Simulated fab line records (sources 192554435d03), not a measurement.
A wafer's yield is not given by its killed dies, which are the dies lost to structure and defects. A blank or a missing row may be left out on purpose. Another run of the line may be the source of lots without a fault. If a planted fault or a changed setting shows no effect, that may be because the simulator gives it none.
fab line records	flow n5Finfet
[record] lots = 24	wafers = 72	lastDay = 20
route steps=1938 shown BEOL_M1@787
lots that met no fault: from a run of the same line without faults
startH: hours from the record's first day to the start of the lot's first wafer shown	waitH: how many hours have passed since the lot's step before this one	" identical to the entry in the row above	L1.1+2: a single row standing in for several wafers	- no value present, or no start provided	* or withheld: withheld	< > ~ a bound
route shown NAME@n: a module of which the file shows steps, and the number in the route of the first	usual: mean and standard deviation over wafers with no fault	same: alike in all rows	chamber/n: place in a boat	sites: each site's reading	_std_site: their standard deviation	_edge_site: mean of outer sites minus mean of inner sites	radiusMm: how far each site lies from the wafer's centre	mask NAME#n: copy n	behind: the last tool/chamber to shape the wafer	hold: the reason the lot was held/the length of the hold in hours/how it ended	device: whichever transistor did not switch (one of n, p or np)	end of line: the same wafers' tests at the end of the route	a step given without rows: its recipe and nothing more	killed: dies lost to structure and defects at the first sort, not the wafer's yield	map: shows each die of a wafer: x if killed, . if not, _ if none is there
set.NAME: the setting as run; set.NAME@STEP: as run at that earlier step	model.NAME: the simulator's own value behind a step, which no gauge read
steps of the route over a sample of lots; a table a step, a row a wafer
services: when a tool's chamber went out of use (startH, in hours from the record's first day, below 0 if earlier), for how many hours, and the reason
[[steps]]
[step N5_BEOL_M1_OVL_MEAS_29]
[recipe] pointsPerWafer = 522
[usual] V0_OVL = -0.5/0.63
lot.wafer	tool	chamber	startH	waitH	V0_OVL[nm]
L074.2	overlay-02	0	122.96	0.0	-0.3
L074.5	"	0	"	"	0.3
L074.6	"	0	"	"	-0.1
L075.2	overlay-01	0	137.26	0.0	-1.0
L075.3	"	0	"	"	0.6
L075.4	"	0	"	"	-0.1
L076.1	overlay-02	0	138.78	0.0	-0.7
L076.2	"	0	"	"	-1.1
L076.4	"	0	"	"	-1.7
L077.1	overlay-01	0	141.04	0.0	-0.9
L077.2	"	0	"	"	-1.4
L077.5	"	0	"	"	0.1
L078.1	overlay-02	0	141.23	0.0	-0.2
L078.3	"	0	"	"	-0.1
L078.5	"	0	"	"	-0.2
L079.3	overlay-02	0	168.92	0.0	-1.1
L079.5	"	0	"	"	-0.4
L079.6	"	0	"	"	-0.6
L080.3	overlay-01	0	170.29	0.0	-1.2
L080.5	"	0	"	"	-1.0
L080.6	"	0	"	"	-0.7
L081.1	overlay-01	0	175.31	0.0	-0.2
L081.3	"	0	"	"	-1.3
L081.6	"	0	"	"	-0.8
L082.1	overlay-01	0	218.04	0.0	-0.1
L082.3	"	0	"	"	-1.1
L082.4	"	0	"	"	-1.2
L083.1	overlay-01	0	223.09	0.0	-0.9
L083.4	"	0	"	"	-1.3
L083.6	"	0	"	"	-1.0
L084.1	overlay-02	0	223.14	0.0	-0.4
L084.2	"	0	"	"	0.0
L084.4	"	0	"	"	-0.1
L085.2	overlay-01	0	237.67	0.0	-0.1
L085.3	"	0	"	"	-0.2
L085.6	"	0	"	"	0.0
L086.1	overlay-02	0	239.83	0.0	-1.3
L086.4	"	0	"	"	-0.9
L086.6	"	0	"	"	0.1
L087.2	overlay-02	0	240.90	0.0	0.0
L087.3	"	0	"	"	-0.9
L087.5	"	0	"	"	-1.1
L088.2	overlay-01	0	243.01	0.0	1.1
L088.4	"	0	"	"	0.7
L088.5	"	0	"	"	0.2
L089.2	overlay-01	0	272.12	0.0	-0.7
L089.4	"	0	"	"	-1.4
L089.5	"	0	"	"	-0.3
L090.1	overlay-01	0	272.57	0.0	-0.6
L090.4	"	0	"	"	0.2
L090.5	"	0	"	"	-0.4
L091.1	overlay-01	0	275.00	0.0	0.5
L091.4	"	0	"	"	-1.2
L091.6	"	0	"	"	0.3
L092.1	overlay-02	0	276.01	0.0	-0.3
L092.2	"	0	"	"	-0.7
L092.5	"	0	"	"	-0.9
L093.1	overlay-02	0	276.81	0.0	0.0
L093.3	"	0	"	"	-0.2
L093.5	"	0	"	"	0.4
L096.1	overlay-02	0	309.77	0.0	0.2
L096.2	"	0	"	"	1.0
L096.3	"	0	"	"	0.4
L095.1	overlay-01	0	310.03	0.0	-0.1
L095.2	"	0	"	"	0.2
L095.4	"	0	"	"	-0.2
L094.1	overlay-01	0	310.21	0.0	-0.5
L094.4	"	0	"	"	-0.1
L094.5	"	0	"	"	-1.5
L097.4	overlay-02	0	310.33	0.0	-1.1
L097.5	"	0	"	"	-0.4
L097.6	"	0	"	"	-1.3
[step N5_BEOL_M1_ETCH_69]
[recipe] chemistry = CF4	target = SiARC	targetDepthA = 156	maskMaterial = CAR-EUV	timeS = 26	ionEnergyEv = 80	pressureMtorr = 40	sourceW = 545	biasW = 36	Ar_flow_sccm = 100	cf4FlowSccm = 100	ends = cleared
[usual] drypumpMotorCurrentA = 5.7/0.42	etchRfOnTimeS = 25.9/0.49	oesProductAu = 0.67/0.078	rfVppV = 183.8/1.2	showerheadPlenumPTorr = 2.12/0.065	throttleValvePct = 15.66/0.17
lot.wafer	tool	chamber	startH	waitH	drypumpMotorCurrentA	etchRfOnTimeS	oesProductAu	rfHoursCounterH	rfVppV	showerheadPlenumPTorr	throttleValvePct
L074.2	rieDiel-03	0	123.10	0.0	5.9	25.7	0.71	75	185.5	2.25	15.60
L074.5	"	3	"	"	5.5	26.5	0.61	-	183.6	2.22	15.73
L074.6	"	2	"	"	5.7	25.9	0.60	-	182.1	2.05	15.74
L075.2	rieDiel-03	3	137.40	0.0	5.5	26.7	0.61	164	184.2	2.22	15.73
L075.3	"	2	"	"	5.7	26.1	0.60	192	183.2	2.05	15.75
L075.4	"	1	"	"	5.7	26.2	0.63	169	183.9	2.14	15.90
L076.1	rieDiel-05	1	138.99	0.0	5.3	26.1	0.77	32	184.0	2.18	15.25
L076.2	"	0	"	"	5.8	27.3	0.59	206	183.3	2.12	15.49
L076.4	"	2	"	"	6.2	25.7	0.85	1	183.6	2.11	15.52
L077.1	rieDiel-03	1	141.30	0.0	5.7	26.3	0.63	170	183.8	2.14	15.90
L077.2	"	2	"	"	5.7	26.4	0.60	193	181.9	2.05	15.75
L077.5	"	3	"	"	5.5	26.7	0.60	-	184.1	2.22	15.74
L078.1	rieDiel-02	0	141.40	0.0	4.8	26.3	0.59	244	184.8	2.19	15.95
L078.3	"	2	"	"	6.1	25.8	0.75	53	183.4	2.09	15.55
L078.5	"	3	"	"	5.9	25.5	0.64	-	183.9	2.06	15.55
L079.3	rieDiel-02	0	172.38	0.0	4.8	26.1	0.59	250	184.2	2.19	15.96
L079.5	"	3	"	"	5.9	25.3	0.64	-	181.0	2.05	15.57
L079.6	"	2	"	"	6.1	25.5	0.74	-	182.5	2.09	15.57
L080.3	rieDiel-02	3	172.79	0.0	5.9	25.4	0.63	176	183.6	2.05	15.57
L080.5	"	2	"	"	6.1	25.8	0.74	-	184.5	2.09	15.56
L080.6	"	3	"	"	5.9	25.5	0.63	-	181.6	2.05	15.58
L081.1	rieDiel-03	3	175.45	0.0	5.5	26.4	0.60	179	184.8	2.22	15.77
L081.3	"	2	"	"	5.7	26.2	0.60	209	182.4	2.04	15.78
L081.6	"	2	"	"	5.6	26.2	0.60	-	184.0	2.04	15.77
L082.1	rieDiel-02	1	218.18	0.0	5.6	25.7	0.64	163	183.0	2.05	15.79
L082.3	"	0	"	"	4.8	25.1	0.86	3	185.0	2.19	15.45
L082.4	"	3	"	"	5.9	25.2	0.63	184	183.2	2.05	15.60
L083.1	rieDiel-05	0	223.33	0.0	5.8	26.9	0.58	218	184.1	2.12	15.53
L083.4	"	2	"	"	6.2	26.1	0.80	-	183.1	2.11	15.55
L083.6	"	3	"	"	6.4	25.6	0.65	-	183.7	2.14	15.90
L084.1	rieDiel-05	2	223.44	0.0	6.2	25.8	0.81	12	182.5	2.11	15.55
L084.2	"	0	"	"	5.8	26.9	0.58	218	183.5	2.12	15.51
L084.4	"	3	"	"	6.4	25.9	0.65	-	183.2	2.14	15.91
L085.2	rieDiel-02	3	238.29	0.0	5.9	25.3	0.62	189	183.2	2.05	15.60
L085.3	"	1	"	"	5.6	25.9	0.64	168	182.4	2.05	15.81
L085.6	"	3	"	"	5.9	25.4	0.62	-	183.0	2.05	15.61
L086.1	rieDiel-05	3	239.98	0.0	6.3	25.6	0.66	156	183.1	2.14	15.90
L086.4	"	2	"	"	6.2	25.9	0.80	17	183.0	2.11	15.57
L086.6	"	2	"	"	6.2	25.7	0.80	-	182.5	2.11	15.54
L087.2	rieDiel-02	0	241.04	0.0	4.8	25.4	0.84	9	185.3	2.19	15.46
L087.3	"	1	"	"	5.6	25.9	0.63	169	184.7	2.05	15.81
L087.5	"	3	"	"	5.9	25.3	0.62	-	183.5	2.05	15.62
L088.2	rieDiel-05	2	243.59	0.0	6.2	26.0	0.79	18	182.0	2.11	15.54
L088.4	"	3	"	"	6.3	26.1	0.65	157	185.7	2.14	15.88
L088.5	"	1	"	"	5.4	26.1	0.75	-	184.4	2.17	15.29
L089.2	rieDiel-02	2	272.26	0.0	6.1	25.3	0.72	82	182.3	2.08	15.61
L089.4	"	3	"	"	5.9	25.3	0.62	197	184.0	2.05	15.61
L089.5	"	3	"	"	5.9	25.1	0.63	-	183.3	2.05	15.63
L090.1	rieDiel-03	3	272.84	0.0	5.6	26.4	0.59	198	185.0	2.21	15.79
L090.4	"	1	"	"	5.8	26.2	0.60	207	184.0	2.12	15.99
L090.5	"	2	"	"	5.7	26.3	0.58	-	181.4	2.04	15.81
L091.1	rieDiel-03	0	275.19	0.0	5.9	26.0	0.68	119	184.2	2.24	15.69
L091.4	"	3	"	"	5.5	26.7	0.59	199	185.6	2.21	15.80
L091.6	"	0	"	"	6.0	25.9	0.67	-	184.2	2.24	15.68
L092.1	rieDiel-02	1	276.15	0.0	5.6	25.8	0.63	179	182.3	2.04	15.84
L092.2	"	2	"	"	6.1	25.0	0.72	83	182.7	2.08	15.61
L092.5	"	1	"	"	5.5	26.0	0.63	-	184.0	2.04	15.83
L093.1	rieDiel-02	0	276.99	0.0	4.8	25.6	0.80	20	187.1	2.18	15.49
L093.3	"	2	"	"	6.1	25.5	0.72	84	180.2	2.08	15.60
L093.5	"	1	"	"	5.6	26.0	0.63	-	182.3	2.04	15.84
L096.1	rieDiel-05	0	309.97	0.0	5.8	27.0	0.57	245	183.8	2.11	15.56
L096.2	"	3	"	"	6.4	26.0	0.63	180	183.8	2.13	15.93
L096.3	"	2	"	"	6.2	25.9	0.76	37	183.9	2.10	15.58
L095.1	rieDiel-02	2	310.17	0.0	6.0	25.6	0.70	95	183.7	2.08	15.64
L095.2	"	3	"	"	5.9	25.4	0.61	210	182.1	2.04	15.66
L095.4	"	1	"	"	5.6	26.2	0.62	191	182.5	2.04	15.85
L094.1	rieDiel-02	2	310.95	0.0	6.0	25.6	0.71	95	182.3	2.08	15.65
L094.4	"	1	"	"	5.6	26.3	0.62	192	182.7	2.04	15.87
L094.5	"	0	"	"	4.8	25.4	0.79	-	185.6	2.18	15.51
L097.4	rieDiel-02	0	311.06	0.0	4.8	25.5	0.79	28	185.1	2.18	15.50
L097.5	"	1	"	"	5.6	26.3	0.63	-	183.4	2.04	15.87
L097.6	"	2	"	"	6.1	25.5	0.71	-	183.4	2.08	15.64
[step N5_BEOL_M1_VIA_ETCH_34]
[recipe] chemistry = C4F6/O2	targetDepthA = 678	maskMaterial = SOC	pressureMtorr = 15	ionEnergyEv = 250	taperDeg = 4	timeS = 64.4	sourceW = 350	biasW = 170	Ar_flow_sccm = 300	C4F6_flow_sccm = 10	O2_flow_sccm = 10
[usual] drypumpMotorCurrentA = 5.7/0.42	oes_f_703_au = 0.78/0.086	oes_o_777_au = 0.79/0.087	oesProductAu = 0.78/0.09	rfVppV = 664/5.7	showerheadPlenumPTorr = 2.81/0.082	throttleValvePct = 30.83/0.18
lot.wafer	tool	chamber	startH	waitH	drypumpMotorCurrentA	oes_f_703_au	oes_o_777_au	oesProductAu	rfHoursCounterH	rfVppV	showerheadPlenumPTorr	throttleValvePct
L074.2	rieDiel-02	2	126.63	0.0	6.1	0.87	0.88	0.89	47	663	2.78	30.81
L074.5	"	1	"	"	5.6	0.77	0.78	0.77	-	659	2.73	30.94
L074.6	"	2	"	"	6.0	0.88	0.89	0.88	-	666	2.78	30.80
L075.2	rieDiel-03	3	139.29	0.0	5.5	0.71	0.72	0.73	164	669	2.96	30.94
L075.3	"	1	"	"	5.8	0.73	0.72	0.74	169	660	2.85	31.24
L075.4	"	2	"	"	5.7	0.70	0.70	0.71	192	667	2.73	30.84
L076.1	rieDiel-02	0	139.76	0.0	4.8	0.70	0.70	0.69	243	664	2.90	30.97
L076.2	"	2	"	"	6.1	0.87	0.88	0.88	52	667	2.78	30.81
L076.4	"	0	"	"	4.8	0.70	0.70	0.68	-	665	2.90	31.00
L077.1	rieDiel-05	3	148.78	0.0	6.4	0.78	0.77	0.78	146	671	2.84	31.09
L077.2	"	2	"	"	6.2	0.97	0.97	0.97	4	667	2.79	30.77
L077.5	"	1	"	"	5.3	0.88	0.88	0.90	-	670	2.90	30.63
L078.1	rieDiel-02	1	148.78	0.0	5.6	0.76	0.78	0.75	151	658	2.72	30.97
L078.3	"	2	"	"	6.1	0.86	0.87	0.87	55	665	2.78	30.82
L078.5	"	2	"	"	6.1	0.87	0.87	0.87	-	664	2.78	30.82
L079.3	rieDiel-02	1	181.97	0.0	5.6	0.76	0.77	0.75	158	659	2.72	30.95
L079.5	"	1	"	"	5.6	0.76	0.77	0.75	-	657	2.72	30.93
L079.6	"	2	"	"	6.1	0.86	0.87	0.86	-	664	2.78	30.82
L080.3	rieDiel-03	0	182.42	0.0	5.9	0.81	0.81	0.81	96	667	2.97	30.77
L080.5	"	2	"	"	5.7	0.69	0.69	0.69	-	666	2.72	30.85
L080.6	"	3	"	"	5.5	0.70	0.69	0.70	-	669	2.95	30.96
L081.1	rieDiel-02	1	182.72	0.0	5.6	0.76	0.77	0.75	158	660	2.72	30.96
L081.3	"	2	"	"	6.1	0.86	0.86	0.86	62	666	2.78	30.81
L081.6	"	3	"	"	5.9	0.75	0.75	0.73	-	655	2.72	30.64
L082.1	rieDiel-02	3	220.93	0.0	5.9	0.74	0.75	0.73	185	652	2.72	30.63
L082.3	"	0	"	"	4.8	0.99	1.00	0.99	3	664	2.90	30.68
L082.4	"	2	"	"	6.0	0.85	0.86	0.86	68	666	2.77	30.82
L083.1	rieDiel-02	3	224.64	0.0	5.9	0.74	0.75	0.74	186	651	2.72	30.65
L083.4	"	2	"	"	6.0	0.85	0.85	0.86	69	665	2.77	30.84
L083.6	"	0	"	"	4.8	0.98	1.00	0.99	-	664	2.90	30.67
L084.1	rieDiel-02	0	227.78	0.0	4.8	0.99	0.99	0.97	5	666	2.90	30.67
L084.2	"	2	"	"	6.1	0.84	0.86	0.85	69	665	2.77	30.83
L084.4	"	1	"	"	5.6	0.76	0.76	0.74	165	657	2.72	30.95
L085.2	rieDiel-03	1	238.63	0.0	5.8	0.71	0.70	0.71	195	660	2.84	31.28
L085.3	"	3	"	"	5.5	0.69	0.70	0.69	189	669	2.95	30.95
L085.6	"	1	"	"	5.8	0.71	0.71	0.71	-	659	2.84	31.27
L086.1	rieDiel-05	0	241.09	0.0	5.8	0.68	0.69	0.68	221	663	2.81	30.59
L086.4	"	1	"	"	5.3	0.86	0.87	0.88	44	669	2.90	30.64
L086.6	"	2	"	"	6.2	0.93	0.93	0.93	-	667	2.79	30.77
L087.2	rieDiel-03	2	243.98	0.0	5.7	0.68	0.68	0.69	220	666	2.71	30.87
L087.3	"	0	"	"	6.0	0.80	0.80	0.80	108	667	2.97	30.79
L087.5	"	2	"	"	5.7	0.68	0.69	0.69	-	666	2.72	30.85
L088.2	rieDiel-03	1	244.45	0.0	5.7	0.71	0.71	0.71	198	660	2.83	31.28
L088.4	"	3	"	"	5.5	0.69	0.70	0.70	191	669	2.95	30.97
L088.5	"	3	"	"	5.5	0.68	0.70	0.70	-	671	2.95	30.96
L089.2	rieDiel-05	2	274.89	0.0	6.2	0.90	0.90	0.90	29	668	2.78	30.78
L089.4	"	3	"	"	6.4	0.76	0.75	0.75	168	670	2.83	31.10
L089.5	"	3	"	"	6.4	0.76	0.75	0.75	-	671	2.83	31.11
L092.1	rieDiel-02	2	278.82	0.0	6.0	0.84	0.84	0.84	84	665	2.77	30.85
L092.2	"	0	"	"	4.8	0.94	0.94	0.94	20	665	2.89	30.68
L092.5	"	3	"	"	5.9	0.73	0.74	0.72	-	653	2.71	30.66
L090.1	rieDiel-02	2	279.18	0.0	6.1	0.83	0.84	0.84	84	665	2.77	30.86
L090.4	"	3	"	"	5.9	0.73	0.73	0.72	199	652	2.71	30.66
L090.5	"	2	"	"	6.1	0.83	0.84	0.84	-	665	2.77	30.83
L091.1	rieDiel-05	3	279.66	0.0	6.4	0.76	0.76	0.75	169	672	2.83	31.12
L091.4	"	2	"	"	6.2	0.89	0.90	0.91	30	666	2.78	30.80
L091.6	"	3	"	"	6.4	0.76	0.75	0.75	-	670	2.83	31.12
L093.1	rieDiel-05	0	283.03	0.0	5.8	0.67	0.69	0.67	234	663	2.81	30.59
L093.3	"	3	"	"	6.3	0.76	0.76	0.75	170	672	2.83	31.10
L093.5	"	1	"	"	5.3	0.84	0.84	0.86	-	670	2.89	30.63
L096.1	rieDiel-05	2	310.67	0.0	6.2	0.89	0.88	0.88	38	665	2.78	30.80
L096.2	"	3	"	"	6.4	0.75	0.74	0.74	180	671	2.83	31.11
L096.3	"	0	"	"	5.8	0.67	0.67	0.66	245	664	2.80	30.62
L095.1	rieDiel-02	0	310.67	0.0	4.8	0.91	0.92	0.92	28	665	2.89	30.71
L095.2	"	2	"	"	6.0	0.81	0.83	0.82	95	665	2.76	30.85
L095.4	"	3	"	"	5.9	0.72	0.72	0.71	211	652	2.71	30.67
L094.1	rieDiel-05	2	311.47	0.0	6.2	0.88	0.88	0.89	38	667	2.78	30.81
L094.4	"	1	"	"	5.4	0.83	0.84	0.86	70	669	2.88	30.65
L094.5	"	1	"	"	5.3	0.83	0.83	0.85	-	670	2.88	30.65
L097.4	rieDiel-02	1	311.92	0.0	5.6	0.74	0.74	0.73	192	657	2.71	30.99
L097.5	"	2	"	"	6.0	0.83	0.83	0.82	-	664	2.76	30.87
L097.6	"	3	"	"	5.9	0.73	0.72	0.72	-	651	2.71	30.68
[step N5_BEOL_M1_SPUTTER_90]
[recipe] material = Cu	targetThkA = 45	tempC = -20	chamberPressurePa = 0.07	powerW = withheld	timeS = 8.29
[usual] susceptorTempC = -19.99/0.11	throttleValvePct = 29.5/1
lot.wafer	tool	chamber	startH	waitH	susceptorTempC	throttleValvePct
L074.2	pvdSputter-02	-	131.57	0.1	-20.12	28.9
L074.5	"	-	"	"	-20.08	28.5
L074.6	"	-	"	"	-20.07	29.8
L075.2	pvdSputter-02	-	141.77	0.1	-19.73	28.6
L075.3	"	-	"	"	-20.10	31.2
L075.4	"	-	"	"	-20.08	29.9
L076.1	pvdSputter-03	-	143.99	0.1	-19.87	30.8
L076.2	"	-	"	"	-20.09	29.0
L076.4	"	-	"	"	-19.99	27.8
L077.1	pvdSputter-01	-	151.15	0.1	-20.19	31.2
L077.2	"	-	"	"	-19.93	28.2
L077.5	"	-	"	"	-19.99	28.5
L078.1	pvdSputter-03	-	151.35	0.1	-19.88	28.8
L078.3	"	-	"	"	-20.04	27.7
L078.5	"	-	"	"	-20.12	28.1
L079.3	pvdSputter-03	-	184.54	0.1	-20.13	27.9
L079.5	"	-	"	"	-20.02	29.1
L079.6	"	-	"	"	-19.90	29.4
L080.3	pvdSputter-03	-	186.42	0.1	-19.97	30.7
L080.5	"	-	"	"	-19.92	27.8
L080.6	"	-	"	"	-19.95	29.1
L081.1	pvdSputter-01	-	186.65	0.1	-19.90	29.2
L081.3	"	-	"	"	-20.16	31.1
L081.6	"	-	"	"	-20.09	31.1
L082.1	pvdSputter-01	-	223.62	0.1	-19.93	30.9
L082.3	"	-	"	"	-19.89	28.3
L082.4	"	-	"	"	-19.90	28.8
L083.1	pvdSputter-02	-	228.93	0.1	-20.01	28.7
L083.4	"	-	"	"	-20.05	29.8
L083.6	"	-	"	"	-20.13	30.1
L084.1	pvdSputter-01	-	230.53	0.1	-19.90	28.8
L084.2	"	-	"	"	-19.87	29.0
L084.4	"	-	"	"	-19.99	31.0
L085.2	pvdSputter-03	-	241.11	0.1	-19.80	30.5
L085.3	"	-	"	"	-19.83	29.2
L085.6	"	-	"	"	-19.96	29.4
L086.1	pvdSputter-02	-	244.06	0.1	-19.93	30.3
L086.4	"	-	"	"	-20.07	28.5
L086.6	"	-	"	"	-20.03	31.2
L088.2	pvdSputter-02	-	246.70	0.1	-20.06	28.6
L088.4	"	-	"	"	-19.89	30.5
L088.5	"	-	"	"	-20.03	30.2
L087.2	pvdSputter-03	-	246.77	0.1	-20.01	29.0
L087.3	"	-	"	"	-20.08	29.1
L087.5	"	-	"	"	-20.09	30.9
L089.2	pvdSputter-03	-	277.93	0.1	-19.86	27.8
L089.4	"	-	"	"	-20.07	29.2
L089.5	"	-	"	"	-19.84	27.9
L092.1	pvdSputter-03	-	281.61	0.1	-20.18	29.3
L092.2	"	-	"	"	-19.97	30.6
L092.5	"	-	"	"	-20.22	29.0
L090.1	pvdSputter-01	-	281.82	0.1	-19.94	28.6
L090.4	"	-	"	"	-19.67	28.4
L090.5	"	-	"	"	-19.90	29.1
L091.1	pvdSputter-02	-	282.49	0.1	-20.07	28.7
L091.4	"	-	"	"	-20.07	31.2
L091.6	"	-	"	"	-20.02	30.4
L093.1	pvdSputter-03	-	285.29	0.1	-19.92	27.8
L093.3	"	-	"	"	-19.81	30.7
L093.5	"	-	"	"	-20.03	30.7
L096.1	pvdSputter-01	-	312.77	0.1	-20.01	28.8
L096.2	"	-	"	"	-20.01	30.0
L096.3	"	-	"	"	-20.07	31.4
L095.1	pvdSputter-02	-	312.79	0.1	-19.97	29.9
L095.2	"	-	"	"	-20.10	28.6
L095.4	"	-	"	"	-20.14	30.0
L094.1	pvdSputter-03	-	313.67	0.1	-19.93	29.1
L094.4	"	-	"	"	-20.10	28.1
L094.5	"	-	"	"	-19.93	29.0
L097.4	pvdSputter-01	-	314.93	0.1	-19.92	29.6
L097.5	"	-	"	"	-19.95	31.1
L097.6	"	-	"	"	-19.91	29.9
[step N5_BEOL_M1_ANNEAL_95]
[recipe] tempC = 400	timeS = 240	ambient = vacuum
[usual] heaterPowerW = 843/90	susceptorTempC = 400.00/0.21
lot.wafer	tool	chamber	startH	waitH	heaterPowerW	susceptorTempC
L074.2	pvdSputter-02	-	132.09	0.0	864	399.81
L074.5	"	-	"	"	878	400.11
L074.6	"	-	"	"	953	400.06
L075.2	pvdSputter-02	-	142.29	0.0	903	400.20
L075.3	"	-	"	"	818	399.80
L075.4	"	-	"	"	940	400.10
L076.1	pvdSputter-03	-	144.51	0.0	713	400.23
L076.2	"	-	"	"	821	400.61
L076.4	"	-	"	"	782	399.80
L077.1	pvdSputter-01	-	151.67	0.0	1021	399.75
L077.2	"	-	"	"	851	399.84
L077.5	"	-	"	"	864	399.82
L078.1	pvdSputter-03	-	151.87	0.0	824	399.86
L078.3	"	-	"	"	771	400.24
L078.5	"	-	"	"	762	399.83
L079.3	pvdSputter-03	-	185.06	0.0	752	400.10
L079.5	"	-	"	"	826	400.09
L079.6	"	-	"	"	720	400.42
L080.3	pvdSputter-03	-	186.94	0.0	710	399.78
L080.5	"	-	"	"	777	400.30
L080.6	"	-	"	"	823	399.76
L081.1	pvdSputter-01	-	187.17	0.0	870	400.09
L081.3	"	-	"	"	1039	400.26
L081.6	"	-	"	"	1026	399.96
L082.1	pvdSputter-01	-	224.14	0.0	1034	399.64
L082.3	"	-	"	"	849	400.19
L082.4	"	-	"	"	854	399.86
L083.1	pvdSputter-02	-	229.45	0.0	905	400.06
L083.4	"	-	"	"	949	400.03
L083.6	"	-	"	"	932	399.86
L084.1	pvdSputter-01	-	231.05	0.0	874	400.11
L084.2	"	-	"	"	880	399.97
L084.4	"	-	"	"	1036	399.72
L085.2	pvdSputter-03	-	241.63	0.0	732	399.77
L085.3	"	-	"	"	724	400.52
L085.6	"	-	"	"	738	400.31
L086.1	pvdSputter-02	-	244.58	0.0	927	399.90
L086.4	"	-	"	"	903	400.02
L086.6	"	-	"	"	792	399.89
L088.2	pvdSputter-02	-	247.22	0.0	878	399.91
L088.4	"	-	"	"	950	399.90
L088.5	"	-	"	"	917	400.15
L087.2	pvdSputter-03	-	247.29	0.0	820	399.83
L087.3	"	-	"	"	706	399.94
L087.5	"	-	"	"	712	400.07
L089.2	pvdSputter-03	-	278.45	0.0	775	400.10
L089.4	"	-	"	"	738	400.18
L089.5	"	-	"	"	757	399.64
L092.1	pvdSputter-03	-	282.13	0.0	817	400.43
L092.2	"	-	"	"	719	399.90
L092.5	"	-	"	"	827	399.84
L090.1	pvdSputter-01	-	282.34	0.0	853	399.92
L090.4	"	-	"	"	835	399.92
L090.5	"	-	"	"	863	399.73
L091.1	pvdSputter-02	-	283.01	0.0	874	400.50
L091.4	"	-	"	"	791	400.22
L091.6	"	-	"	"	953	400.00
L093.1	pvdSputter-03	-	285.81	0.0	765	400.09
L093.3	"	-	"	"	720	400.05
L093.5	"	-	"	"	702	400.34
L096.1	pvdSputter-01	-	313.29	0.0	870	400.11
L096.2	"	-	"	"	869	399.75
L096.3	"	-	"	"	1026	399.80
L095.1	pvdSputter-02	-	313.31	0.0	966	400.08
L095.2	"	-	"	"	877	399.63
L095.4	"	-	"	"	931	400.21
L094.1	pvdSputter-03	-	314.19	0.0	835	400.11
L094.4	"	-	"	"	754	400.22
L094.5	"	-	"	"	841	399.92
L097.4	pvdSputter-01	-	315.45	0.0	880	400.13
L097.5	"	-	"	"	1029	400.02
L097.6	"	-	"	"	882	399.79
[step N5_BEOL_M1_PRE_CLEAN_60]
[recipe] gas = NH3/H2	timeS = 15	tempC = *	rfPowerW = 300
[usual] heaterPowerW = 85/19	susceptorTempC = *
lot.wafer	tool	chamber	startH	waitH	heaterPowerW	sinceWetCleanH	susceptorTempC
L074.2	cvdCo-02	1	133.13	0.1	116	1112	*
L074.5	"	2	"	"	60	-	*
L074.6	"	0	"	"	79	-	*
L075.2	cvdCo-01	0	143.25	0.0	72	903	*
L075.3	"	2	"	"	82	444	*
L075.4	"	1	"	"	91	-	*
L076.1	cvdCo-01	1	145.48	0.0	91	9	*
L076.2	"	0	"	"	75	905	*
L076.4	"	0	"	"	73	-	*
L077.1	cvdCo-01	0	152.64	0.0	75	913	*
L077.2	"	1	"	"	90	16	*
L077.5	"	1	"	"	90	-	*
L078.1	cvdCo-02	1	152.87	0.0	116	1132	*
L078.3	"	0	"	"	77	694	*
L078.5	"	1	"	"	120	-	*
L079.3	cvdCo-01	2	186.03	0.0	84	487	*
L079.5	"	0	"	"	74	-	*
L079.6	"	2	"	"	82	-	*
L080.3	cvdCo-01	2	187.92	0.0	81	489	*
L080.5	"	0	"	"	75	-	*
L080.6	"	2	"	"	84	-	*
L081.1	cvdCo-02	1	188.15	0.0	120	1167	*
L081.3	"	0	"	"	79	729	*
L081.6	"	1	"	"	117	-	*
L082.1	cvdCo-01	0	225.45	0.3	75	985	*
L082.3	"	2	"	"	82	526	*
L082.4	"	1	"	"	91	-	*
L083.1	cvdCo-02	2	230.47	0.0	60	312	*
L083.4	"	0	"	"	79	-	*
L083.6	"	1	"	"	115	-	*
L084.1	cvdCo-01	0	232.01	0.0	73	992	*
L084.2	"	1	"	"	90	95	*
L084.4	"	2	"	"	84	-	*
L085.2	cvdCo-02	2	242.61	0.0	60	325	*
L085.3	"	0	"	"	80	784	*
L085.6	"	2	"	"	62	-	*
L086.1	cvdCo-01	2	245.55	0.0	84	546	*
L086.4	"	0	"	"	77	-	*
L086.6	"	2	"	"	82	-	*
L088.2	cvdCo-02	0	248.28	0.0	79	790	*
L088.4	"	0	"	"	79	-	*
L088.5	"	2	"	"	61	-	*
L087.2	cvdCo-01	0	248.51	0.0	75	1009	*
L087.3	"	1	"	"	91	112	*
L087.5	"	1	"	"	90	-	*
L089.2	cvdCo-02	0	279.68	0.0	80	821	*
L089.4	"	2	"	"	61	-	*
L089.5	"	1	"	"	116	-	*
L090.1	cvdCo-02	0	283.52	0.2	80	825	*
L090.4	"	2	"	"	61	-	*
L090.5	"	0	"	"	79	-	*
L092.1	cvdCo-02	0	283.91	0.5	81	825	*
L092.2	"	2	"	"	63	366	*
L092.5	"	1	"	"	119	-	*
L091.1	cvdCo-02	2	284.34	0.4	61	366	*
L091.4	"	2	"	"	62	-	*
L091.6	"	1	"	"	115	-	*
L093.1	cvdCo-02	0	286.77	0.0	81	828	*
L093.3	"	1	"	"	114	1265	*
L093.5	"	2	"	"	62	-	*
L096.1	cvdCo-02	0	314.26	0.0	80	856	*
L096.2	"	1	"	"	118	1293	*
L096.3	"	2	"	"	61	396	*
L095.1	cvdCo-02	1	314.63	0.2	115	1293	*
L095.2	"	2	"	"	61	397	*
L095.4	"	0	"	"	82	-	*
L094.1	cvdCo-02	1	315.17	0.0	120	1294	*
L094.4	"	2	"	"	61	-	*
L094.5	"	1	"	"	117	-	*
L097.4	cvdCo-02	1	316.43	0.1	115	-	*
L097.5	"	0	"	"	81	-	*
L097.6	"	2	"	"	61	-	*
[[services]]
tool	chamber	startH	hours	kind
rieDiel-02	1	107.68	15.5	repair
rieDiel-02	2	107.69	2.9	repair
cvdCo-02	2	118.84	5.1	repair
pvdSputter-01	-	127.38	0.8	repair
rieDiel-02	-	151.09	15.6	pm
rieDiel-05	-	153.22	28.1	pm
pvdSputter-03	-	188.94	5.9	repair
rieDiel-05	3	189.24	1.3	repair
cvdCo-02	-	201.89	2.8	pm
pvdSputter-02	-	202.44	2.8	repair
rieDiel-05	-	207.38	2.6	repair
pvdSputter-03	-	211.08	3.7	repair
rieDiel-05	1	213.83	14.7	repair
rieDiel-05	-	217.62	0.7	repair
cvdCo-02	2	223.43	4.4	repair
rieDiel-05	3	227.96	6.0	repair
rieDiel-05	1	229.85	2.6	repair
rieDiel-02	-	241.35	2.8	pm
rieDiel-05	0	249.90	1.2	repair
rieDiel-02	3	250.98	4.4	repair
rieDiel-03	3	251.86	6.5	repair
rieDiel-05	2	281.14	7.1	repair
rieDiel-02	0	294.77	12.3	repair
rieDiel-05	3	315.21	3.1	repair
[[key]]
fault none
